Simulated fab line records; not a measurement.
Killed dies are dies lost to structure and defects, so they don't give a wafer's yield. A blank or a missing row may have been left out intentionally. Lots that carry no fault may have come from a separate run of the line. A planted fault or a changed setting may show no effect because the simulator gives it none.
Comparing a struck lot with a sound one ; flow n5Finfet ; 43 out of 1938 route steps
Sound: the wafers L433.2, L433.4, L433.6. Wafers struck: L445.1, L445.2, L445.6. The cause is given at the end.
For every step that has rows: the tool of each side, followed by ch and its chambers, followed by its first start. Under that, the readings that differ: sound wafers ; struck wafers ; difference of the means ; sigmas: that difference in standard deviations of wafers without a fault.
alike: a reading whose means differ by less than 2 such deviations, as well as words and numbers matching on both sides. not compared: withheld readings; readings where some wafer has no value; bounds like >300 that might hide an equal value; numbers whose values overlap and for which the record gives no deviation.
The two part at a step that has a row with sigmas, a row that says differs or no value, or rows on one side only. Non-overlapping numbers with no deviation appear without sigmas and do not part them. A reading that every wafer of one side lacks parts them only if that side has two wafers or more.

first, 1 step without rows for these wafers: N5_MOL_CONTACT_COAG_SRD_128 (dry time 32 s).
N5_MOL_CONTACT_COAG_CMP_52: polishes, stops on SiO2, t overpolish 1.5 s, target thk 66.5 nm.
  sound on cmp-03 ch 0,1,2, day 6 10:01; struck on cmp-04 ch 1,2,3, day 9 11:28
  alike: headPressurePsi, motorCurrentA, overpolishRunS, slurryFlowMlMin, timeToEndpointS
N5_MOL_CONTACT_COAG_THK_MEAS_53:
  sound on filmMetro-01 at day 6 10:19; struck on filmMetro-01 at day 9 11:41
  alike: VIA_MOL_THK
N5_MOL_CONTACT_COAG_ANNEAL_112: time 1800 s.
  sound on hpAnneal-01 ch 0, day 6 10:20; struck on hpAnneal-01 ch 0, day 9 11:43
  alike: wafer_temp_C_max
N5_MOL_CONTACT_COAG_INSPECT_97: inspects for defects (darkfield).
  sound on defectInspect-02 at day 6 13:23; struck on defectInspect-01 at day 9 14:44
  alike: rawDefectCount
then, 6 steps without rows for these wafers: N5_BEOL_M0_SAQP_PECVD_00 (deposits SiCN from 3MS/NH3, target thk 8 nm, time 14 s); N5_BEOL_M0_SAQP_ILD_DEP_01 (deposits SiOC from DEMS/O2, target thk 45.419 nm, time 8.7 s); N5_BEOL_M0_SAQP_HM_DEP_02 (deposits TiN, target thk 12 nm); N5_BEOL_M0_SAQP_PECVD_03 (deposits SiCN from 3MS/NH3, target thk 12 nm, time 21.1 s); N5_BEOL_M0_SAQP_PECVD_96 (deposits a-Si from SiH4/He, target thk 45 nm, time 45.2 s); N5_BEOL_M0_SAQP_PECVD_97 (deposits SiNx from SiH4/NH3/N2, target thk 23 nm, time 19.9 s).
N5_BEOL_M0_SAQP_PECVD_04: deposits a-Si from SiH4/He, target thk 60 nm, time 60.2 s.
  sound on pecvd-04 ch 0,1,2, day 6 14:24; struck on pecvd-02 ch 0,1, day 9 16:32
  no value came back on the struck wafers for any of 5 readings (chamberPressureTorr (Torr), heaterPowerOuterW (W) and others); on the sound wafers chamberPressureTorr (Torr) reads 2.998 3.000 3.005
N5_BEOL_M0_SAQP_THK_MEAS_05:
  sound on filmMetro-01 at day 6 14:30; struck on filmMetro-01 at day 9 16:40
reading;sound;struck;difference;sigmas
thkNm (nm);59.2 60.2 59.7;22.9 22.9 23.4;-36.6;-53
then, 9 steps without rows for these wafers: N5_BEOL_M0_SAQP_HM_DEP_111 (deposits SiO2 from SiH4/N2O, target thk 12 nm, time 7.2 s); N5_BEOL_M0_SAQP_COAT_81 (time 60 s, resist thk 100 nm); N5_BEOL_M0_SAQP_COAT_82 (time 60 s, resist thk 30 nm); N5_BEOL_M0_SAQP_COAT_08 (resist thk 90 nm); N5_BEOL_M0_SAQP_EBR_10; N5_BEOL_M0_SAQP_SOFTBAKE_09 (time 60 s); N5_BEOL_M0_SAQP_EXPOSE_11 (exposes mask M0 CORE, target cd 42 nm); N5_BEOL_M0_SAQP_PEB_12 (peb time 60 s); N5_BEOL_M0_SAQP_DEVELOP_13 (develop time 30 s).
N5_BEOL_M0_SAQP_CD_MEAS_14: target cd 42.5 nm.
  sound on cdSem-03 ch 0, day 6 14:59; struck on cdSem-02 ch 0, day 9 17:01
reading;sound;struck;difference;sigmas
cdNm (nm);42.8 42.7 43.0;42.1 42.2 41.7;-0.8;-3
N5_BEOL_M0_SAQP_OVL_MEAS_15:
  sound on overlay-01 ch 0, day 6 15:01; struck on overlay-01 ch 0, day 9 17:03
  alike: M0_CORE_OVL
N5_BEOL_M0_SAQP_INSPECT_16: inspects for defects (brightfield).
  sound on defectInspect-02 at day 6 15:02; struck on defectInspect-02 at day 9 17:04
  alike: rawDefectCount
then, 1 step without rows for these wafers: N5_BEOL_M0_SAQP_DESCUM_19 (chemistry O2, time 7.9 s).
N5_BEOL_M0_SAQP_ETCH_83: etches SiARC in CF4, target depth 39 nm, time 65 s.
  sound on rieDiel-06 ch 0,1,3, day 6 15:06; struck on rieDiel-03 ch 0,1,3, day 9 17:31
  alike: drypumpMotorCurrentA, etchRfOnTimeS, oesProductAu, rfVppV, showerheadPlenumPTorr, throttleValvePct
  not compared: rfHoursCounterH
N5_BEOL_M0_SAQP_ETCH_84: etches SOC in N2/H2, target depth 100 nm, overetch 20 nm, time 150 s.
  sound on rieDiel-06 ch 0,1,3, day 6 15:09; struck on rieDiel-03 ch 0,1,3, day 9 17:34
  alike: drypumpMotorCurrentA, oesProductAu, rfVppV, showerheadPlenumPTorr, throttleValvePct
  not compared: rfHoursCounterH
then, 3 steps without rows for these wafers: N5_BEOL_M0_SAQP_STRIP_80 (strips in N2/H2); N5_BEOL_M0_SAQP_HM_OPEN_112 (chemistry CHF3/O2, target SiO2, stops on a-Si, target depth 12 nm, time 13.5 s); N5_BEOL_M0_SAQP_STRIP_113 (strips in CHF3/O2).
N5_BEOL_M0_SAQP_MANDREL_ETCH_20: etches a-Si in HBr/Cl2, stops on SiNx, target depth 60 nm, bt time 10 s, time 30 s.
  sound on rieSi-02 ch 0,1,3, day 6 15:20; struck on rieSi-02 ch 0,3, day 9 17:46
reading;sound;struck;difference;sigmas
oesProductAu (a.u.);0.766 0.767 0.766;0.330 0.318 0.324;-0.442;-40
throttleValvePct (%);35.52 35.54 35.70;36.58 36.43 36.43;+0.89;+3
model.etch.depthNm (nm);59.2 60.19 59.69;0 0 0;-60;
  alike: drypumpMotorCurrentA
  not compared: rfHoursCounterH
N5_BEOL_M0_SAQP_STRIP_86: strips in N2/H2.
  sound on rieDiel-02 ch 1,2,3, day 6 15:26; struck on rieDiel-06 ch 0,1,2, day 9 17:52
reading;sound;struck;difference;sigmas
showerheadPlenumPTorr (Torr);3.50 3.38 3.46;3.18 3.27 3.11;-0.26;-2
  alike: drypumpMotorCurrentA, oesProductAu, rfVppV, throttleValvePct
  not compared: rfHoursCounterH
then, 5 steps without rows for these wafers: N5_BEOL_M0_SAQP_STRIP_115 (strips in post etch residue remover, time 60 s); N5_BEOL_M0_SAQP_SRD_93 (time 30 s); N5_BEOL_M0_SAQP_RECESS_114 (chemistry HF/NH3, target SiO2, target depth 14.4 nm, afs cycles 3, sublimation time 60 s); N5_BEOL_M0_SAQP_SPACER1_ALD_98 (deposits SiO2, target thk 12.8 nm, pulse time 1 s, purge time 2 s); N5_BEOL_M0_SAQP_SPACER1_ETCHBACK_99 (etches SiO2 in CHF3/O2, target depth 15.4 nm, time 7.7 s).
N5_BEOL_M0_SAQP_MANDREL1_REMOVE_100: chemistry HBr/Cl2/O2, target a-Si, stops on SiNx, bt time 10 s.
  sound on rieSi-04 ch 1,2,3, day 6 16:52; struck on rieSi-02 ch 0,1,3, day 9 18:56
reading;sound;struck;difference;sigmas
model.BEOL_M0_SAQP.cdNm (nm);12.8 13 13;42.4 42.8 42.2;+29.5;
  alike: drypumpMotorCurrentA, oesProductAu, throttleValvePct
  not compared: rfHoursCounterH
N5_BEOL_M0_SAQP_CD_MEAS_25: target cd 13.1 nm.
  sound on cdSem-03 ch 0, day 6 16:59; struck on cdSem-01 ch 0, day 9 19:02
reading;sound;struck;difference;sigmas
cdNm (nm);13.04 12.83 12.57;- - -;no value on the struck wafers;
then, 1 step without rows for these wafers: N5_BEOL_M0_SAQP_ETCH_101 (etches SiNx in CH3F/O2, target depth 29.9 nm, time 42.7 s).
N5_BEOL_M0_SAQP_MANDREL2_REMOVE_110: chemistry HBr/Cl2/O2, target a-Si, stops on SiCN, bt time 10 s.
  sound on rieSi-02 ch 1,2, day 6 18:38; struck on rieSi-02 ch 0,2, day 9 20:49
reading;sound;struck;difference;sigmas
model.BEOL_M0_SAQP.cdNm (nm);15 15 15.2;42.4 42.6 42;+27.3;
  alike: drypumpMotorCurrentA, oesProductAu, throttleValvePct
  not compared: rfHoursCounterH
N5_BEOL_M4_RC_MEAS_101:
  the record has rows for the sound wafers here (prober-02 ch 0, day 9 21:22) and none for the struck ones

## WHERE THEY PART
Last at N5_BEOL_M4_RC_MEAS_101 as far as this record goes, first at N5_BEOL_M0_SAQP_PECVD_04.

WHY: what the simulator had put in
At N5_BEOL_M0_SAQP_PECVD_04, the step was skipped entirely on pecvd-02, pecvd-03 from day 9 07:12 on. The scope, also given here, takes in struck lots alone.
